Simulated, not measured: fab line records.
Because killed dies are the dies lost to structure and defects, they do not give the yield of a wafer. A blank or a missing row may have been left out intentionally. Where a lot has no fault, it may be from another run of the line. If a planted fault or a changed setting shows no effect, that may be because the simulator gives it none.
Which tool did it? :: flow nand harc :: Sampling: 6 lots, 18 wafers, 4 of 1159 route steps

WHAT EACH GAUGE READ, for each wafer
NHARC_A_ONON_D1_THK_MEAS_11: measures by ellipsometry.
lot: L415
measured: day 8 03:23
on: film metro-01
thk nm (nm): 973 973 973

lot: L417
measured: day 8 17:26
on: film metro-02
thk nm (nm): 988 987 988

lot: L423
measured: day 10 01:34
on: film metro-01
thk nm (nm): 1011 1511 1513

lot: L430
measured: day 12 08:00
on: film metro-02
thk nm (nm): 993 993 993

lot: L433
measured: day 12 08:21
on: film metro-02
thk nm (nm): 997 999 998

lot: L435
measured: day 13 02:25
on: film metro-02
thk nm (nm): 990 993 991

WHAT TOOL EACH LOT RAN ON (gives the tool, then ch and the chambers of the sampled wafers, and finally the start)
lot: L415
NHARC_P_BONDPAD_ETCH_12: rie diel-12 ch 0,1, day 7 00:17 or earlier
NHARC_P_BONDPAD_ANNEAL_28: rtp anneal-01 ch 0, day 7 00:17
NHARC_A_ONON_D1_DEP_09: pecvd onon-02 ch 0, day 8 02:52

lot: L417
NHARC_P_BONDPAD_ETCH_12: rie diel-05 ch 1,3, day 7 14:26 or earlier
NHARC_P_BONDPAD_ANNEAL_28: rtp anneal-01 ch 0, day 7 14:26
NHARC_A_ONON_D1_DEP_09: pecvd onon-02 ch 0, day 8 16:55

lot: L423
NHARC_P_BONDPAD_ETCH_12: rie diel-12 ch 0,1,2, day 8 23:10 or earlier
NHARC_P_BONDPAD_ANNEAL_28: rtp anneal-01 ch 0, day 8 23:10
NHARC_A_ONON_D1_DEP_09: pecvd onon-02 ch 0, day 10 01:02

lot: L430
NHARC_P_BONDPAD_ETCH_12: rie diel-12 ch 2,3, day 10 23:05 or earlier
NHARC_P_BONDPAD_ANNEAL_28: rtp anneal-02 ch 0, day 10 23:05
NHARC_A_ONON_D1_DEP_09: pecvd onon-03 ch 0, day 12 07:40

lot: L433
NHARC_P_BONDPAD_ETCH_12: rie diel-12 ch 0,1,2, day 11 09:53 or earlier
NHARC_P_BONDPAD_ANNEAL_28: rtp anneal-02 ch 0, day 11 09:53
NHARC_A_ONON_D1_DEP_09: pecvd onon-03 ch 0, day 12 07:54

lot: L435
NHARC_P_BONDPAD_ETCH_12: rie diel-06 ch 0,1,3, day 11 21:55 or earlier
NHARC_P_BONDPAD_ANNEAL_28: rtp anneal-01 ch 0, day 11 21:55
NHARC_A_ONON_D1_DEP_09: pecvd onon-03 ch 0, day 13 02:04
- NHARC_P_BONDPAD_ETCH_12: etches the open film in CHF3/O2, target depth 200 nm, time 100 s.
- NHARC_P_BONDPAD_ANNEAL_28: time 90 s.
- NHARC_A_ONON_D1_DEP_09: target thk 1000 nm.

THE ANSWER, worked out from the rows above alone
Rule: what is usual is taken from the lots themselves. The widest of any qualifying gaps counts: lots, ordered by their means at a reading, are off when they make up no more than a third of the lots, leave a main group of 4 or more, and stand apart from it by 3 or more times the standard deviation of that group's means. The tables above print the reading to a certain number of digits; a main group whose means all agree to those digits is not used. Also off: a lot with no number at a reading for which 4 or more lots have one. Where the step has rows for the other lots, those lots are counted as sound.
Off: L423, at NHARC_A_ONON_D1_THK_MEAS_11 (thk nm). The main group: mean 989 nm, standard deviation 8.5.
If a tool, at a process step before that reading, ran all the lots that are off and no sound lot after the first of them, it fits. The gauges at NHARC_A_ONON_D1_THK_MEAS_11 are tried like those tools. Because NHARC_P_BONDPAD_ETCH_12 lacks a start for some lots, the hours and order of its lots are taken from NHARC_P_BONDPAD_ANNEAL_28. 2 tools fit, pecvd onon-02 at NHARC_A_ONON_D1_DEP_09 and film metro-01 at NHARC_A_ONON_D1_THK_MEAS_11, so this cannot tell which one it is.

WHAT THE SIMULATOR HAD INSERTED
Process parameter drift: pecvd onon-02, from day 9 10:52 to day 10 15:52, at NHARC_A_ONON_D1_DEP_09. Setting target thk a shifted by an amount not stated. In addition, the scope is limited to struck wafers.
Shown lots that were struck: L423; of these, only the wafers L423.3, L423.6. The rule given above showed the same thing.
